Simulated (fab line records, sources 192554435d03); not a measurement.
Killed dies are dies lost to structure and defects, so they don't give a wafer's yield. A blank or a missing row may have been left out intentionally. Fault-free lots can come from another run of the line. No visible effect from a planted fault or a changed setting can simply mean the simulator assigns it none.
fab line records	flow n5-finfet
[record] lots = 10	wafers = 29	last-day = 18
route steps=1938 shown GATE_CUT@513 MOL_CONTACT_COAG@546 BEOL_M4@1111 PASSIVATION@1936
lots with no fault: from the same line, run without faults
start-h: hours from the record's first day to the start of the lot's first wafer shown	wait-h: hours since the lot's step before	" same as the row above	L1.1+2: a row that stands for several wafers	- no value, or no start given	* or withheld: withheld	< > ~ a bound
route shown NAME@n: NAME is a module with steps in the file, n the number in the route of the first one	usual: the fault-free wafers' mean and standard deviation	same: alike in all rows	chamber/n: place in a boat	sites: readings site by site	_std_site: the values' standard deviation	_edge_site: the outer-site mean with the inner-site mean subtracted	radius-mm: how far each site lies from the wafer's centre	mask NAME#n: copy n	behind: tool/chamber where the wafer was last shaped	hold: what put the lot on hold/how long, in hours/how the hold closed	device: transistor that didn't switch, given as n, p or np	end of line: at the end of the route, the tests of the same wafers	a step with no rows: only its recipe	killed: at the first sort, the dies lost to defects and structure; wafer yield is something else	map: dies across one wafer; x = killed, . = not, _ = none there
set.NAME: the run value of the setting; set.NAME@STEP: its run value at that earlier step	model.NAME: the simulator's own value behind a step, which no gauge read
a sample of lots followed through the steps of the route, with each step as a table and each wafer as a row
services: the hour from which a tool's chamber was out of use, counted from the record's first day as start-h (under 0 if before that day), plus the number of hours and why
[[steps]]
[step N5_GATE_CUT_CMP_43]
[recipe] material = SiO2	post-cmp-clean = rinse-only
[usual] motor-current-A = 12.2/1.3
lot.wafer	tool	chamber	start-h	wait-h	motor-current-A
L413.2	cmp-03	1	99.73	0.1	9.6
L413.1	"	2	"	"	12.3
L413.6	"	1	"	"	10.2
L417.3	cmp-01	3	123.56	0.3	11.3
L417.6	"	0	"	"	15.2
L417.5	"	1	"	"	11.8
L418.1	cmp-03	0	130.18	0.0	14.3
L418.2	"	1	"	"	9.6
L418.5	"	0	"	"	14.5
L419.1	cmp-02	0	137.62	0.0	10.5
L419.2	"	1	"	"	10.8
L419.6	"	0	"	"	10.8
L424.2	cmp-03	3	164.91	0.0	11.9
L424.5	"	3	"	"	13.2
L425.3	cmp-02	3	172.10	0.1	12.3
L425.6	"	2	"	"	11.0
L425.5	"	3	"	"	13.0
L426.1	cmp-03	0	174.28	0.2	14.2
L426.3	"	1	"	"	10.1
L426.6	"	3	"	"	12.7
L428.4	cmp-01	2	189.73	0.0	11.1
L428.1	"	3	"	"	11.2
L428.6	"	3	"	"	11.3
L430.1	cmp-03	0	203.82	0.3	14.3
L430.3	"	1	"	"	10.1
L430.5	"	2	"	"	12.8
L431.1	cmp-02	2	204.06	0.0	11.6
L431.2	"	0	"	"	10.0
L431.5	"	2	"	"	12.1
[step N5_MOL_CONTACT_COAG_PRE_CLEAN_141]
[recipe] gas = H2/He	time-s = 60	temp-c = 300
[usual] heater-power-w = 472/51
[same] time-s = 60
lot.wafer	tool	chamber	start-h	wait-h	heater-power-w
L413.1	pvd-sputter-01	-	104.07	0.6	525
L413.2	"	-	"	"	448
L413.6	"	-	"	"	453
L417.3	pvd-sputter-02	-	128.75	2.4	408
L417.5	"	-	"	"	570
L417.6	"	-	"	"	403
L418.1	pvd-sputter-03	-	133.36	0.5	459
L418.2	"	-	"	"	501
L418.5	"	-	"	"	438
L419.1	pvd-sputter-03	-	142.42	1.9	423
L419.2	"	-	"	"	440
L419.6	"	-	"	"	425
L424.2	pvd-sputter-01	-	167.77	0.2	546
L424.5	"	-	"	"	438
L425.3	pvd-sputter-03	-	178.69	4.1	502
L425.5	"	-	"	"	492
L425.6	"	-	"	"	423
L426.1	pvd-sputter-03	-	179.29	0.3	510
L426.3	"	-	"	"	430
L426.6	"	-	"	"	438
L428.1	pvd-sputter-02	-	194.31	0.5	585
L428.4	"	-	"	"	473
L428.6	"	-	"	"	411
L430.1	pvd-sputter-02	-	207.86	1.1	473
L430.3	"	-	"	"	590
L430.5	"	-	"	"	466
L431.1	pvd-sputter-02	-	208.02	1.1	590
L431.2	"	-	"	"	470
L431.5	"	-	"	"	408
[step N5_MOL_CONTACT_COAG_CO_FILL_22]
[recipe] material = Co	target-thk-a = 200	temp-c = 200	precursor = CCTBA/H2	pressure-torr = 30
[usual] heater-power-w = 240/30
lot.wafer	tool	chamber	start-h	wait-h	heater-power-w
L413.1	cvd-co-01	1	104.25	0.1	328
L413.2	"	0	"	"	224
L413.6	"	0	"	"	218
L417.3	cvd-co-01	0	129.22	0.4	216
L417.5	"	2	"	"	221
L417.6	"	0	"	"	224
L418.1	cvd-co-02	2	133.57	0.1	221
L418.2	"	0	"	"	242
L418.5	"	2	"	"	223
L419.1	cvd-co-02	2	142.60	0.1	222
L419.2	"	1	"	"	235
L419.6	"	2	"	"	220
L424.2	cvd-co-01	0	167.95	0.1	223
L424.5	"	1	"	"	308
L425.3	cvd-co-02	0	178.87	0.1	246
L425.5	"	1	"	"	242
L425.6	"	0	"	"	249
L426.1	cvd-co-01	0	179.47	0.1	223
L426.3	"	2	"	"	232
L426.6	"	1	"	"	314
L428.1	cvd-co-01	1	194.49	0.1	310
L428.4	"	2	"	"	225
L428.6	"	0	"	"	212
L430.1	cvd-co-02	0	208.04	0.1	249
L430.3	"	2	"	"	221
L430.5	"	1	"	"	237
L431.1	cvd-co-01	1	208.20	0.1	312
L431.2	"	0	"	"	211
L431.5	"	2	"	"	235
[step N5_MOL_CONTACT_COAG_SPUTTER_130]
[recipe] material = Co	target-thk-a = 475	temp-c = 25	chamber-pressure-pa = 0.5	power-w = 3000
[usual] cathode-dc-power-W = 3000.1/0.54	chamber-pressure-pa = 0.5001/0.00096	throttle-valve-pct = 30.0/0.9
lot.wafer	tool	chamber	start-h	wait-h	cathode-dc-power-W	chamber-pressure-pa	throttle-valve-pct
L413.1	pvd-sputter-02	-	106.27	0.0	2999.2	0.4988	30.6
L413.2	"	-	"	"	3000.7	0.5002	31.3
L413.6	"	-	"	"	3000.0	0.5003	29.8
L417.3	pvd-sputter-03	-	132.22	0.0	-	-	-
L417.5	"	-	"	"	-	-	-
L417.6	"	-	"	"	-	-	-
L418.1	pvd-sputter-01	-	136.28	0.0	-	-	-
L418.2	"	-	"	"	-	-	-
L418.5	"	-	"	"	-	-	-
L419.1	pvd-sputter-02	-	148.27	0.0	-	-	-
L419.2	"	-	"	"	-	-	-
L419.6	"	-	"	"	-	-	-
L424.2	pvd-sputter-02	-	170.33	0.0	3000.4	0.5001	29.6
L424.5	"	-	"	"	2999.9	0.5008	29.6
L425.3	pvd-sputter-02	-	182.70	0.0	3000.0	0.4988	29.7
L425.5	"	-	"	"	2999.6	0.5002	29.8
L425.6	"	-	"	"	2999.8	0.5012	29.7
L426.1	pvd-sputter-02	-	183.16	0.0	3000.0	0.5018	31.4
L426.3	"	-	"	"	3000.3	0.5002	30.7
L426.6	"	-	"	"	2999.8	0.5034	31.5
L428.1	pvd-sputter-01	-	197.31	0.0	3000.6	0.4999	31.6
L428.4	"	-	"	"	3000.0	0.5004	29.0
L428.6	"	-	"	"	2999.8	0.5012	29.1
L430.1	pvd-sputter-02	-	210.56	0.0	2999.4	0.5007	29.7
L430.3	"	-	"	"	2999.8	0.4998	29.9
L430.5	"	-	"	"	3000.6	0.5009	30.8
L431.1	pvd-sputter-03	-	210.96	0.0	2999.4	0.5002	31.0
L431.2	"	-	"	"	2999.3	0.5008	29.8
L431.5	"	-	"	"	3000.7	0.5009	30.9
[step N5_MOL_CONTACT_COAG_CMP_23]
[recipe] stop-on = SiO2	t-overpolish-s = 1.5	post-cmp-clean = cu-alkaline	down-force-psi = 2	platen-rpm = 50.289	pad-velocity-m-s = 1.0006	target-thk-nm = 0
[usual] motor-current-A = 8.0/0.78
lot.wafer	tool	chamber	start-h	wait-h	motor-current-A
L413.2	cmp-03	1	106.47	0.0	6.6
L413.1	"	0	"	"	9.7
L413.6	"	1	"	"	6.5
L417.3	cmp-03	1	132.51	0.1	7.1
L417.6	"	3	"	"	8.4
L417.5	"	0	"	"	9.9
L418.1	cmp-03	1	136.46	0.0	6.7
L418.2	"	3	"	"	8.2
L418.5	"	1	"	"	6.9
L419.1	cmp-04	2	148.53	0.1	8.0
L419.2	"	3	"	"	8.6
L419.6	"	0	"	"	8.0
L424.2	cmp-03	3	170.60	0.1	8.8
L424.5	"	3	"	"	8.3
L425.3	cmp-03	1	183.00	0.1	6.6
L425.6	"	2	"	"	8.2
L425.5	"	3	"	"	8.6
L426.3	cmp-02	0	183.34	0.0	6.6
L426.1	"	2	"	"	8.3
L426.6	"	1	"	"	7.4
L428.4	cmp-04	1	197.53	0.1	7.8
L428.1	"	3	"	"	8.4
L428.6	"	0	"	"	8.0
L430.3	cmp-04	3	210.85	0.1	8.6
L430.1	"	0	"	"	8.3
L430.5	"	1	"	"	7.7
L431.1	cmp-04	0	211.17	0.0	8.3
L431.2	"	2	"	"	8.5
L431.5	"	1	"	"	7.8
[step N5_BEOL_M4_RC_MEAS_101]
[usual] DIBL_N = 36.0/1.6	DIBL_P = 35.8/2	IOFF_N = 0.152/0.03	IOFF_P = 0.20/0.031	ION_N = 670/12	ION_P = 459/7.4	SS_N = 71.5/0.56	SS_P = 73.2/0.64	VT_N = 251/3.5	VT_P = -252/3.3
lot.wafer	tool	chamber	start-h	wait-h	DIBL_N[mV/V]	DIBL_P[mV/V]	IOFF_N[nA/um]	IOFF_P[nA/um]	ION_N[uA/um]	ION_P[uA/um]	SS_N[mV/dec]	SS_P[mV/dec]	VT_N[mV]	VT_P[mV]
L413.1	prober-02	0	205.93	0.0	37.0	37.4	0.162	0.21	683	468	70.9	74.1	248	-250
L413.2	"	0	"	"	35.3	34.5	0.136	0.17	675	464	71.0	72.6	249	-253
L413.6	"	0	"	"	35.9	34.9	0.135	0.18	659	451	70.8	73.1	252	-255
L417.3	prober-02	0	239.15	0.3	37.7	38.8	0.193	0.23	682	463	72.0	74.0	248	-253
L417.5	"	0	"	"	36.8	37.0	0.170	0.20	665	449	71.2	73.4	247	-253
L417.6	"	0	"	"	34.7	35.1	0.134	0.18	667	457	71.4	73.4	253	-252
L418.1	prober-01	0	241.38	0.0	33.4	30.6	0.099	0.15	645	449	70.3	71.7	256	-254
L418.2	"	0	"	"	34.5	33.8	0.123	0.19	671	467	70.3	72.5	252	-251
L418.5	"	0	"	"	36.9	35.4	0.152	0.20	662	460	72.2	73.3	249	-249
L419.1	prober-01	0	245.94	0.0	34.2	33.1	0.111	0.15	654	447	71.0	71.8	257	-257
L419.2	"	0	"	"	35.1	34.1	0.124	0.15	647	441	71.6	72.7	255	-255
L419.6	"	0	"	"	36.6	36.1	0.150	0.18	663	451	72.1	73.1	251	-256
L424.2	prober-02	0	262.26	0.2	37.8	39.2	0.176	0.22	676	456	71.8	73.7	249	-252
L424.5	"	0	"	"	36.2	37.3	0.152	0.19	668	456	71.5	73.2	251	-254
L426.1	prober-02	0	284.35	0.0	34.7	33.2	0.122	0.15	658	452	71.2	73.1	254	-257
L426.3	"	0	"	"	39.0	38.9	0.210	0.24	690	472	72.5	73.9	246	-248
L426.6	"	0	"	"	36.8	35.7	0.154	0.19	667	452	71.9	73.5	252	-252
L425.3	prober-01	0	285.29	0.3	34.8	36.5	0.157	0.21	672	461	71.3	72.7	249	-250
L425.5	"	0	"	"	37.0	39.1	0.203	0.26	695	470	71.8	73.6	245	-246
L425.6	"	0	"	"	37.5	39.4	0.224	0.26	686	466	72.0	73.6	243	-248
L428.1	prober-02	0	291.84	0.0	36.2	34.5	0.148	0.18	684	464	71.2	72.7	248	-255
L428.4	"	0	"	"	37.3	34.6	0.146	0.17	674	447	71.6	72.7	254	-255
L428.6	"	0	"	"	34.6	32.2	0.120	0.16	660	449	70.6	72.4	253	-256
L430.1	prober-02	0	317.40	0.0	35.8	34.9	0.155	0.19	680	462	71.8	72.8	249	-252
L430.3	"	0	"	"	33.6	31.3	0.109	0.14	653	449	71.5	73.0	257	-256
L430.5	"	0	"	"	34.9	33.4	0.135	0.17	674	463	71.9	72.8	250	-253
L431.1	prober-02	0	328.96	0.0	35.5	33.7	0.136	0.21	674	473	70.9	72.8	254	-250
L431.2	"	0	"	"	36.1	34.1	0.144	0.21	661	459	71.4	73.5	251	-246
L431.5	"	0	"	"	35.4	33.8	0.135	0.20	664	459	71.3	73.4	251	-247
[step N5_PASSIVATION_PROBE_49]
[usual] defect-limited-yield = 91.6/1.4	killed_at_M0_to_M3 = 33/10	killed_at_M4_up = 13/5.3	killed-at-contacts = 13/5.9	killed-at-front-end = 36/12	killed-at-other = 4/3.1	killed-dies = 99/16	killed-open = 65/13	killed-short = 32/7.3	sort_bin_5_function = 4.9/0.9	sort_bin_6_memory = 3.1/0.66	sort-n-pass = 1081/17	sort-yield-pct = 91.6/1.4
[same] gross-dies = 1180	killed-at-back-side = 0	sort_bin_4_leakage[%] = 0	sort_bin_8_speed[%] = 0
lot.wafer	tool	chamber	start-h	wait-h	defect-limited-yield[%]	killed_at_M0_to_M3	killed_at_M4_up	killed-at-contacts	killed-at-front-end	killed-at-other	killed-dies	killed-open	killed-short	sort_bin_5_function[%]	sort_bin_6_memory[%]	sort-n-pass	sort-yield-pct[%]
L413.1	prober-01	-	317.40	0.0	91.8	32	10	20	29	6	97	65	32	4.8	3.1	1083	91.8
L413.2	prober-01	-	317.45	0.1	92.5	25	12	12	35	5	89	49	39	4.6	2.5	1091	92.5
L413.6	prober-01	-	317.65	0.3	89.7	43	19	22	32	5	121	73	48	5.7	4.5	1059	89.7
L417.3	prober-02	-	335.26	0.1	90.9	42	12	13	39	1	107	76	30	5.4	3.6	1073	90.9
L417.5	prober-02	-	335.36	0.2	91.8	32	10	16	37	2	97	70	27	4.9	2.7	1083	91.8
L417.6	prober-02	-	335.41	0.3	92.5	30	8	14	33	3	88	64	22	4.0	3.3	1092	92.5
L418.1	prober-01	-	341.40	0.0	91.7	31	13	9	42	3	98	64	33	5.5	2.4	1082	91.7
L418.2	prober-01	-	341.45	0.1	90.8	28	8	14	40	18	108	69	36	6.0	3.1	1072	90.8
L418.5	prober-01	-	341.60	0.2	91.1	32	17	19	36	1	105	74	30	5.5	3.2	1075	91.1
L419.1	prober-01	-	349.35	0.0	89.9	53	17	13	31	5	119	74	42	5.8	3.6	1061	89.9
L419.2	prober-01	-	349.40	0.1	92.7	29	14	11	26	6	86	55	26	3.7	3.2	1094	92.7
L419.6	prober-01	-	349.60	0.3	90.3	41	10	9	44	10	114	74	31	5.5	3.8	1066	90.3
L424.2	prober-02	-	365.97	0.1	90.8	37	20	12	37	2	108	83	24	6.4	2.6	1072	90.8
L424.5	prober-02	-	366.12	0.2	92.4	19	13	15	38	5	90	63	25	4.2	3.1	1090	92.4
L426.1	prober-02	-	391.37	0.0	92.3	33	10	12	33	3	91	58	30	4.2	3.1	1089	92.3
L426.3	prober-02	-	391.47	0.1	93.6	28	9	8	21	9	75	37	37	4.3	1.8	1105	93.6
L426.6	prober-02	-	391.62	0.3	92.8	28	9	14	32	2	85	59	26	3.5	3.4	1095	92.8
L428.1	prober-02	-	394.04	0.0	93.6	19	19	10	25	2	75	57	18	4.5	1.8	1105	93.6
L428.4	prober-02	-	394.19	0.2	94.2	13	23	7	23	2	68	48	19	3.3	2.1	1112	94.2
L428.6	prober-02	-	394.29	0.3	93.4	21	8	6	38	5	78	49	29	3.8	2.5	1102	93.4
L425.3	prober-01	-	398.02	0.1	92.6	13	9	18	45	2	87	49	37	4.6	2.5	1093	92.6
L425.5	prober-01	-	398.12	0.2	92.5	22	13	17	34	3	89	63	24	4.2	3.1	1091	92.5
L425.6	prober-01	-	398.17	0.3	91.6	22	12	21	40	4	99	52	45	4.5	3.4	1081	91.6
L430.1	prober-02	-	428.78	0.0	90.0	36	21	13	37	11	118	77	38	5.8	3.6	1062	90.0
L430.3	prober-02	-	428.88	0.1	91.7	23	14	11	48	2	98	62	33	5.3	2.5	1082	91.7
L430.5	prober-02	-	428.98	0.2	91.1	26	16	12	50	1	105	52	51	4.8	3.5	1075	91.1
L431.1	prober-02	-	439.25	0.0	90.4	56	7	10	39	1	113	73	39	5.7	3.6	1067	90.4
L431.2	prober-02	-	439.30	0.1	89.1	61	14	4	50	0	129	76	50	7.0	3.5	1051	89.1
L431.5	prober-02	-	439.45	0.2	91.4	31	7	13	43	7	101	65	34	5.8	2.5	1079	91.4
// killed by level:class
L413.1 MOL_CONTACT_COAG:geometric-particle:open=18 BEOL_M0_SAQP:geometric-particle:open=11 BEOL_M0_SAQP:geometric-particle:short=9 DUMMY_GATE:geometric-particle:open=6 SPACER0:geometric-particle:open=4 BEOL_M3:geometric-particle:open=4 BEOL_M4:geometric-particle:open=4 STI_FIN_REVEAL:geometric-particle:open=3
L413.2 MOL_CONTACT_COAG:geometric-particle:open=11 BEOL_M0_SAQP:geometric-particle:short=11 BEOL_M0_SAQP:geometric-particle:open=8 STI_FIN_REVEAL:geometric-particle:open=7 STI_FIN_REVEAL:geometric-particle:short=5 DUMMY_GATE:geometric-particle:open=5 GATE_CUT:geometric-particle:short=4 STARTING-WAFER:geometric-particle:short=4
L413.6 BEOL_M0_SAQP:geometric-particle:short=14 MOL_CONTACT_COAG:geometric-particle:open=14 BEOL_M0_SAQP:geometric-particle:open=12 BEOL_M4:geometric-particle:open=10 MOL_CONTACT_COAG:geometric-particle:short=8 FIN_SAQP:geometric-particle:short=7 STI_FIN_REVEAL:geometric-particle:open=6 DUMMY_GATE:geometric-particle:open=6
L417.3 STI_FIN_REVEAL:geometric-particle:open=13 MOL_CONTACT_COAG:geometric-particle:open=11 BEOL_M2:geometric-particle:open=9 BEOL_M1:geometric-particle:open=8 BEOL_M0_SAQP:geometric-particle:short=8 BEOL_M3:geometric-particle:open=7 FIN_SAQP:geometric-particle:open=6 GATE_CUT:geometric-particle:open=5
L417.5 MOL_CONTACT_COAG:geometric-particle:open=12 BEOL_M0_SAQP:geometric-particle:open=9 BEOL_M2:geometric-particle:open=8 STI_FIN_REVEAL:geometric-particle:open=7 FIN_SAQP:geometric-particle:open=6 BEOL_M0_SAQP:geometric-particle:short=6 DUMMY_GATE:geometric-particle:open=5 FIN_SAQP:geometric-particle:short=4
L417.6 MOL_CONTACT_COAG:geometric-particle:open=11 BEOL_M2:geometric-particle:open=10 BEOL_M1:geometric-particle:open=8 STI_FIN_REVEAL:geometric-particle:open=7 FIN_SAQP:geometric-particle:open=6 GATE_CUT:geometric-particle:short=4 BEOL_M0_SAQP:geometric-particle:open=4 BEOL_M5:geometric-particle:open=4
L418.1 BEOL_M3:geometric-particle:open=15 STI_FIN_REVEAL:geometric-particle:open=13 FIN_SAQP:geometric-particle:open=10 FIN_SAQP:geometric-particle:short=8 GATE_CUT:geometric-particle:short=5 MOL_CONTACT_COAG:geometric-particle:open=5 MOL_CONTACT_COAG:geometric-particle:short=4 BEOL_M0_SAQP:geometric-particle:short=4
L418.2 FIN_SAQP:geometric-particle:open=16 MOL_CONTACT_COAG:geometric-particle:open=9 BEOL_M0_SAQP:geometric-particle:open=9 STI_FIN_REVEAL:geometric-particle:open=8 PASS1_CAP:geometric-particle:open=6 MIM_BOT:geometric-particle:short=5 PASS1_CAP:geometric-particle:short=5 FIN_SAQP:geometric-particle:short=4
L418.5 MOL_CONTACT_COAG:geometric-particle:open=14 FIN_SAQP:geometric-particle:open=10 BEOL_M0_SAQP:geometric-particle:open=6 STI_FIN_REVEAL:geometric-particle:open=5 GATE_CUT:geometric-particle:open=5 MOL_CONTACT_COAG:geometric-particle:short=5 BEOL_M1:geometric-particle:open=5 BEOL_M4:geometric-particle:open=5
L419.1 BEOL_M0_SAQP:geometric-particle:open=15 BEOL_M0_SAQP:geometric-particle:short=15 BEOL_M1:geometric-particle:open=14 MOL_CONTACT_COAG:geometric-particle:open=12 FIN_SAQP:geometric-particle:open=6 BEOL_M1:geometric-particle:short=6 BEOL_M4:geometric-particle:short=6 STI_FIN_REVEAL:geometric-particle:open=4
L419.2 BEOL_M0_SAQP:geometric-particle:open=7 MOL_CONTACT_COAG:geometric-particle:open=7 BEOL_M0_SAQP:geometric-particle:short=6 BEOL_M2:geometric-particle:open=6 BEOL_M4:geometric-particle:open=6 FIN_SAQP:geometric-particle:open=4 FIN_SAQP:geometric-particle:short=4 STI_FIN_REVEAL:geometric-particle:open=4
L419.6 STI_FIN_REVEAL:geometric-particle:open=10 BEOL_M0_SAQP:geometric-particle:open=10 MOL_CONTACT_COAG:geometric-particle:open=8 BEOL_M0_SAQP:geometric-particle:short=8 BEOL_M2:geometric-particle:open=6 BEOL_M3:geometric-particle:open=6 GATE_CUT:geometric-particle:short=5 STARTING-WAFER:geometric-particle:open=5
L424.2 BEOL_M3:geometric-particle:open=14 MOL_CONTACT_COAG:geometric-particle:open=12 BEOL_M4:geometric-particle:open=10 BEOL_M0_SAQP:geometric-particle:open=9 GATE_CUT:geometric-particle:open=8 GATE_CUT:geometric-particle:short=7 DUMMY_GATE:geometric-particle:open=5 FIN_SAQP:geometric-particle:open=4
L424.5 MOL_CONTACT_COAG:geometric-particle:open=13 BEOL_M4:geometric-particle:open=9 FIN_SAQP:geometric-particle:short=8 FIN_SAQP:geometric-particle:open=7 DUMMY_GATE:geometric-particle:open=6 STI_FIN_REVEAL:geometric-particle:open=5 BEOL_M0:geometric-particle:open=5 BEOL_M3:geometric-particle:open=5
L426.1 MOL_CONTACT_COAG:geometric-particle:open=12 BEOL_M0_SAQP:geometric-particle:open=11 FIN_SAQP:geometric-particle:short=6 BEOL_M2:geometric-particle:open=6 BEOL_M0_SAQP:geometric-particle:short=5 BEOL_M3:geometric-particle:open=5 GATE_CUT:geometric-particle:short=4 STI_FIN_REVEAL:geometric-particle:open=3
L426.3 BEOL_M0_SAQP:geometric-particle:open=7 BEOL_M0_SAQP:geometric-particle:short=6 BEOL_M3:geometric-particle:open=5 FIN_SAQP:geometric-particle:open=4 MOL_CONTACT_COAG:geometric-particle:short=4 MOL_CONTACT_COAG:geometric-particle:open=4 BEOL_M5:geometric-particle:open=3 GATE_CUT:geometric-particle:short=3
L426.6 MOL_CONTACT_COAG:geometric-particle:open=11 FIN_SAQP:geometric-particle:open=9 BEOL_M0_SAQP:geometric-particle:open=9 BEOL_M3:geometric-particle:open=8 STI_FIN_REVEAL:geometric-particle:open=7 BEOL_M0_SAQP:geometric-particle:short=6 BEOL_M5:geometric-particle:open=4 STI_FIN_REVEAL:geometric-particle:short=3
L428.1 BEOL_M4:geometric-particle:open=11 FIN_SAQP:geometric-particle:open=10 MOL_CONTACT_COAG:geometric-particle:open=9 STI_FIN_REVEAL:geometric-particle:open=5 BEOL_M0_SAQP:geometric-particle:open=5 BEOL_M3:geometric-particle:open=5 BEOL_M0_SAQP:geometric-particle:short=3 BEOL_M1:geometric-particle:open=3
L428.4 BEOL_M4:geometric-particle:open=14 STI_FIN_REVEAL:geometric-particle:open=6 BEOL_M3:geometric-particle:open=6 FIN_SAQP:geometric-particle:open=5 MOL_CONTACT_COAG:geometric-particle:open=5 BEOL_M4:geometric-particle:short=3 FIN_SAQP:geometric-particle:short=2 ILD0:geometric-particle:open=2
L428.6 FIN_SAQP:geometric-particle:open=12 BEOL_M0_SAQP:geometric-particle:open=10 STI_FIN_REVEAL:geometric-particle:open=6 BEOL_M0_SAQP:geometric-particle:short=6 STI_FIN_REVEAL:geometric-particle:short=4 DUMMY_GATE:geometric-particle:open=4 MOL_CONTACT_COAG:geometric-particle:open=3 MOL_CONTACT_COAG:geometric-particle:short=3
L425.3 FIN_SAQP:geometric-particle:short=19 MOL_CONTACT_COAG:geometric-particle:open=16 FIN_SAQP:geometric-particle:open=5 DUMMY_GATE:geometric-particle:open=4 GATE_CUT:geometric-particle:short=4 BEOL_M2:geometric-particle:open=4 STI_FIN_REVEAL:geometric-particle:open=3 STARTING-WAFER:geometric-particle:open=3
L425.5 MOL_CONTACT_COAG:geometric-particle:open=15 STI_FIN_REVEAL:geometric-particle:open=7 DUMMY_GATE:geometric-particle:open=7 GATE_CUT:geometric-particle:short=5 BEOL_M0:geometric-particle:open=5 BEOL_M3:geometric-particle:open=5 BEOL_M4:geometric-particle:open=4 BEOL_M5:geometric-particle:open=4
L425.6 FIN_SAQP:geometric-particle:short=19 MOL_CONTACT_COAG:geometric-particle:open=15 BEOL_M0_SAQP:geometric-particle:short=10 FIN_SAQP:geometric-particle:open=9 MOL_CONTACT_COAG:geometric-particle:short=6 BEOL_M5:geometric-particle:open=6 BEOL_M0_SAQP:geometric-particle:open=5 PASS1_CAP:geometric-particle:short=4
L430.1 FIN_SAQP:geometric-particle:short=10 MOL_CONTACT_COAG:geometric-particle:open=10 BEOL_M0_SAQP:geometric-particle:open=10 BEOL_M4:geometric-particle:open=8 STI_FIN_REVEAL:geometric-particle:open=6 BEOL_M2:geometric-particle:open=6 BEOL_M0:geometric-particle:open=4 ILD0:geometric-particle:short=4
L430.3 FIN_SAQP:geometric-particle:open=9 FIN_SAQP:geometric-particle:short=8 DUMMY_GATE:geometric-particle:open=8 ILD0:geometric-particle:short=7 BEOL_M4:geometric-particle:open=7 MOL_CONTACT_COAG:geometric-particle:open=6 BEOL_M0_SAQP:geometric-particle:open=6 MOL_CONTACT_COAG:geometric-particle:short=5
L430.5 FIN_SAQP:geometric-particle:short=17 STI_FIN_REVEAL:geometric-particle:open=8 BEOL_M0_SAQP:geometric-particle:short=8 MOL_CONTACT_COAG:geometric-particle:open=7 DUMMY_GATE:geometric-particle:open=6 BEOL_M2:geometric-particle:short=6 BEOL_M4:geometric-particle:open=5 ILD0:geometric-particle:short=4
L431.1 STI_FIN_REVEAL:geometric-particle:open=17 BEOL_M0_SAQP:geometric-particle:short=14 BEOL_M0_SAQP:geometric-particle:open=12 MOL_CONTACT_COAG:geometric-particle:open=10 BEOL_M3:geometric-particle:open=10 BEOL_M0:geometric-particle:open=7 FIN_SAQP:geometric-particle:short=6 BEOL_M1:geometric-particle:open=5
L431.2 FIN_SAQP:geometric-particle:short=17 BEOL_M0_SAQP:geometric-particle:short=17 BEOL_M0_SAQP:geometric-particle:open=17 STI_FIN_REVEAL:geometric-particle:open=11 BEOL_M5:geometric-particle:open=6 GATE_CUT:geometric-particle:short=5 BEOL_M1:geometric-particle:open=5 BEOL_M3:geometric-particle:short=5
L431.5 BEOL_M0_SAQP:geometric-particle:open=13 FIN_SAQP:geometric-particle:open=12 FIN_SAQP:geometric-particle:short=12 MOL_CONTACT_COAG:geometric-particle:open=12 BEOL_M0_SAQP:geometric-particle:short=10 STI_FIN_REVEAL:geometric-particle:open=4 BEOL_M2:geometric-particle:open=3 BEOL_M3:geometric-particle:open=3
[[services]]
tool	chamber	start-h	hours	kind
pvd-sputter-03	-	79.64	42.5	repair
cmp-02	-	84.20	0.8	repair
cmp-03	-	86.04	1.2	repair
cvd-co-01	1	86.45	17.4	repair
cvd-co-02	1	87.37	6.2	repair
cmp-04	-	91.55	4.4	repair
cmp-02	-	94.97	13.4	pm
cvd-co-01	1	114.67	-	clean
cvd-co-01	1	114.67	22.0	scheduled-down
cvd-co-01	1	114.67	22.0	vent-cycle
cmp-02	-	115.04	3.9	repair
cmp-04	-	126.33	2.0	repair
cmp-04	-	131.62	7.0	repair
cmp-01	-	131.64	5.3	pm
cmp-04	-	141.32	3.6	pm
pvd-sputter-01	-	143.59	5.2	repair
cmp-04	-	148.68	4.0	pm
cmp-04	-	152.68	-	consumable-replace:conditioner
cmp-04	-	155.04	0.3	repair
cvd-co-02	-	158.69	6.9	pm
cmp-04	-	168.52	5.7	pm
cmp-04	-	174.28	2.0	repair
cmp-03	-	205.77	5.1	pm
cmp-03	-	211.24	3.4	pm
[[key]]
[first-sign] step = N5_MOL_CONTACT_COAG_SPUTTER_130	reading = tool-record	direction = missing
effect none on later readings
met-at N5_MOL_CONTACT_COAG_SPUTTER_130
struck-lots L417,L418,L419
not-acting-at N5_GATE_CUT_CMP_43,N5_MOL_CONTACT_COAG_PRE_CLEAN_141,N5_MOL_CONTACT_COAG_CO_FILL_22
onset-between 106.27 132.22
[fault] kind = skipped-step-whole	tool = pvd-sputter-01,pvd-sputter-02,pvd-sputter-03	chamber = -	onset-h = 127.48	steps = N5_MOL_CONTACT_COAG_SPUTTER_130	scope = struck-lots-only
